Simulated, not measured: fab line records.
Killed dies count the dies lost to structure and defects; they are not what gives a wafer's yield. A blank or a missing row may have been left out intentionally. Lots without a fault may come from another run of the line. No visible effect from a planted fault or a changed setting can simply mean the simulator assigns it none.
Lot-split experiment + flow n5Finfet + 7 lots, 21 wafers read, on a route of 1938 steps

== SPLIT DETAILS ==
At N5_PMOS_HMC_CHANNEL_EPI_EXPOSE_06 (exposes mask PMOS HMC BLK, target cd 240 nm), the setting doseMj was moved away from the recipe's 41 on 8 of the 21 wafers read, by -5.3% to +6.3%. All remaining wafers had this setting at the recipe value.

== FROM THE SPLIT TO THE READING: what the file shows between them, 2 steps ==
- N5_PMOS_HMC_CHANNEL_EPI_PEB_07: peb time 60 s
- N5_PMOS_HMC_CHANNEL_EPI_DEVELOP_08: develop time 30 s

== THE READING ==
Shown in nm: cdNm at N5_PMOS_HMC_CHANNEL_EPI_CD_MEAS_09, with target cd 237.4 nm. Fault-free wafers of this fab line usually give 236.6 nm, standard deviation 1.2 nm.

| wafer  | tool, chamber at the split | doseMj as run | against the recipe | cdNm, nm | against lot-mates on the recipe |
|--------|----------------------------|---------------|--------------------|----------|---------------------------------|
| L074.1 | arfiScanner-03, 0          | 41            | recipe             | 236.4    | -                               |
| L074.3 | arfiScanner-03, 0          | 42.43         | +3.5%              | 238.6    | +2.2                            |
| L074.5 | arfiScanner-03, 0          | 42.43         | +3.5%              | 237.7    | +1.3                            |
| L078.2 | arfiScanner-01, 0          | 41            | recipe             | 237.0    | -                               |
| L078.3 | arfiScanner-01, 0          | 41            | recipe             | 236.6    | -                               |
| L078.6 | arfiScanner-01, 0          | 41            | recipe             | 236.2    | -                               |
| L086.2 | arfiScanner-03, 0          | 43.58         | +6.3%              | 241.8    | +4.9                            |
| L086.4 | arfiScanner-03, 0          | 41            | recipe             | 237.4    | -                               |
| L086.6 | arfiScanner-03, 0          | 41            | recipe             | 236.3    | -                               |
| L088.3 | arfiScanner-03, 0          | 41            | recipe             | 236.3    | -                               |
| L088.5 | arfiScanner-03, 0          | 38.84         | -5.3%              | 231.8    | -4.9                            |
| L088.6 | arfiScanner-03, 0          | 41            | recipe             | 237.2    | -                               |
| L090.2 | arfiScanner-03, 0          | 39.86         | -2.8%              | 235.5    | -0.2                            |
| L090.4 | arfiScanner-03, 0          | 41            | recipe             | 236.3    | -                               |
| L090.6 | arfiScanner-03, 0          | 41            | recipe             | 235.0    | -                               |
| L091.2 | arfiScanner-02, 0          | 39.28         | -4.2%              | 232.3    | -6.1                            |
| L091.4 | arfiScanner-02, 0          | 41            | recipe             | 238.4    | -                               |
| L091.6 | arfiScanner-02, 0          | 39.28         | -4.2%              | 234.7    | -3.7                            |
| L095.1 | arfiScanner-03, 0          | 41            | recipe             | 237.2    | -                               |
| L095.3 | arfiScanner-03, 0          | 43.14         | +5.2%              | 241.1    | +3.8                            |
| L095.5 | arfiScanner-03, 0          | 41            | recipe             | 237.3    | -                               |

FIT RESULTS
A straight line over all 21 wafers: cdNm changes by +0.749 nm for each +1% of doseMj; r = +0.92; the points scatter about the line by 0.92 nm.
The same after taking each lot's own level away (the mean of its wafers on the recipe; 21 wafers): +0.812 nm for each +1%; r = +0.93; scatter 0.93 nm.
Per that fit: largest doseMj move, reading shift of 5.1 nm.
Across the lots, their own levels run from 235.65 to 238.40 nm, a range of 2.3 times the standard deviation given above.
Consequently the slope shifts little with the lot-to-lot level, the two slopes agreeing.
Check: with one of the wafers moved furthest among these (+6.3%) left out of the fit, the line predicts +4.89 nm for it against its lot-mates. It came out at +4.95 nm against them.

== ADDITIONAL SPLITS CARRIED BY THESE WAFERS ==
Other splits were also applied to these wafers ahead of the reading. Each is held against what the fit with the lots' levels taken away leaves over:
| other split on the same wafers          | wafers away from the commonest value | r with cdNm (lot level and that fit taken away) |
|-----------------------------------------|--------------------------------------|-------------------------------------------------|
| N5_PMOS_HMC_CHANNEL_EPI_COAT_03 spinRpm | 6                                    | +0.30                                           |

== THE WHOLE CHAIN: every reading that the file lists as answering this split, in the file's order ==
| step                               | what it does                                                           | reading                                                                    | change (the file's fit)               | r (the file's) |
|------------------------------------|------------------------------------------------------------------------|----------------------------------------------------------------------------|---------------------------------------|----------------|
| N5_PMOS_HMC_CHANNEL_EPI_CD_MEAS_09 | target cd 237.4 nm                                                     | cdNm                                                                       | +0.793 nm for each +1% of the setting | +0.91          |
| N5_PMOS_HMC_CHANNEL_EPI_DESCUM_14  | chemistry O2, time 7.9 s                                               | PMOS_HMC_CHANNEL_EPI.cdNm (the simulator's own value, which no gauge read) | +0.757 nm for each +1% of the setting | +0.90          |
| N5_PMOS_HMC_CHANNEL_EPI_ETCH_32    | etches BARC in N2/H2, stops on SiO2, target depth 85.8 nm, time 50.3 s | PMOS_HMC_CHANNEL_EPI.cdNm (the simulator's own value, which no gauge read) | +0.748 nm for each +1% of the setting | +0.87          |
| N5_PMOS_HMC_CHANNEL_EPI_ETCH_38    | etches SiO2 in CF4, target depth 1.5 nm                                | PMOS_HMC_CHANNEL_EPI.cdNm (the simulator's own value, which no gauge read) | +0.745 nm for each +1% of the setting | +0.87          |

== THE FILE'S OWN FIT ==
cdNm changes by +0.793 nm for each +1% of doseMj, r = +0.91.
